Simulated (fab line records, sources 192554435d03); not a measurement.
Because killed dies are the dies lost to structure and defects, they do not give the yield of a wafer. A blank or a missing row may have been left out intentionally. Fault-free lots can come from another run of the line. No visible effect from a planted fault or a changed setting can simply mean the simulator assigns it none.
Split-lot trial -- flow n5_finfet -- 21 wafers read across 7 lots, on a route 1938 steps long

## THE SPLIT ITSELF
At N5_GATE_CUT_ETCH_56 (etches TiN in Cl2/Ar, target depth 21.6 nm), the setting bias_w was moved away from the recipe's 60 W on 5 of the 21 wafers read, by -12.3% to +11.2%. This setting was run at the recipe's value on the other wafers.

The reading comes from the split's own step.

## THE READING
etch.depth_nm (the simulator's own value, which no gauge read), in nm, at N5_GATE_CUT_ETCH_56 (etches TiN in Cl2/Ar, target depth 21.6 nm). The file does not state a usual value for it. Average 21.84 nm, standard deviation 0.32 nm, over the 16 wafers here run with the recipe.

wafer,"tool, chamber at the split","bias_w as run, W",against the recipe,"etch.depth_nm, nm",against lot-mates on the recipe
L074.2,"rie_metal-02, 0",52.64,-12.3%,20.61,-1.23
L074.4,"rie_metal-02, 1",60,recipe,22.16,-
L074.6,"rie_metal-02, 0",60,recipe,21.53,-
L075.3,"rie_metal-02, 0",60,recipe,21.35,-
L075.5,"rie_metal-02, 0",60,recipe,21.39,-
L075.6,"rie_metal-02, 1",60,recipe,21.61,-
L080.1,"rie_metal-02, 1",53.34,-11.1%,20.84,-0.95
L080.2,"rie_metal-02, 0",60,recipe,21.53,-
L080.4,"rie_metal-02, 1",60,recipe,22.04,-
L082.1,"rie_metal-01, 1",53.08,-11.5%,21.33,-0.95
L082.3,"rie_metal-01, 1",60,recipe,22.42,-
L082.6,"rie_metal-01, 0",60,recipe,22.14,-
L084.3,"rie_metal-01, 0",60,recipe,22.05,-
L084.4,"rie_metal-01, 1",60,recipe,22.09,-
L084.5,"rie_metal-01, 1",60,recipe,22.22,-
L088.2,"rie_metal-03, 1",60,recipe,21.72,-
L088.4,"rie_metal-03, 0",66.73,+11.2%,22.37,+0.65
L088.6,"rie_metal-03, 0",66.73,+11.2%,22.23,+0.51
L091.3,"rie_metal-02, 1",60,recipe,21.82,-
L091.5,"rie_metal-02, 0",60,recipe,21.54,-
L091.6,"rie_metal-02, 1",60,recipe,21.89,-

THE FIT
A straight line over all 21 wafers: etch.depth_nm changes by +0.0635 nm for each +1% of bias_w; r = +0.75; the points scatter about the line by 0.33 nm.
The same after taking each lot's own level away (the mean of its wafers on the recipe; 21 wafers): +0.0744 nm for each +1%; r = +0.91; scatter 0.19 nm.
Per that fit: largest bias_w move, reading shift of 0.91 nm.
From 21.450 to 22.280 nm: that is the span of the lots' own levels, equal to 2.6 times the standard deviation above.
So the lot-to-lot level blurs the effect unless lot-mates are compared.
Check: for one of the wafers moved furthest among these (-12.3%), held out of the fit, the line's prediction against its lot-mates is -0.868 nm. Against them it came out at -1.23 nm.

## FURTHER SPLITS ON THESE WAFERS
These wafers also went through other splits before the reading. Each is held against what the fit with the lots' levels taken away leaves over:
other split on the same wafers,wafers away from the commonest value,r with etch.depth_nm (lot level and that fit taken away)
N5_SD_EPI_P_ETCH_16 target_depth_a,6,-0.25
N5_SD_EPI_P_EPI_21 epi_growth_time_s,11,+0.01
N5_SDB_ETCH_25 time_s,9,-0.03

## FILE'S OWN FIT
etch.depth_nm changes by +0.0811 nm for each +1% of bias_w, r = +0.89.
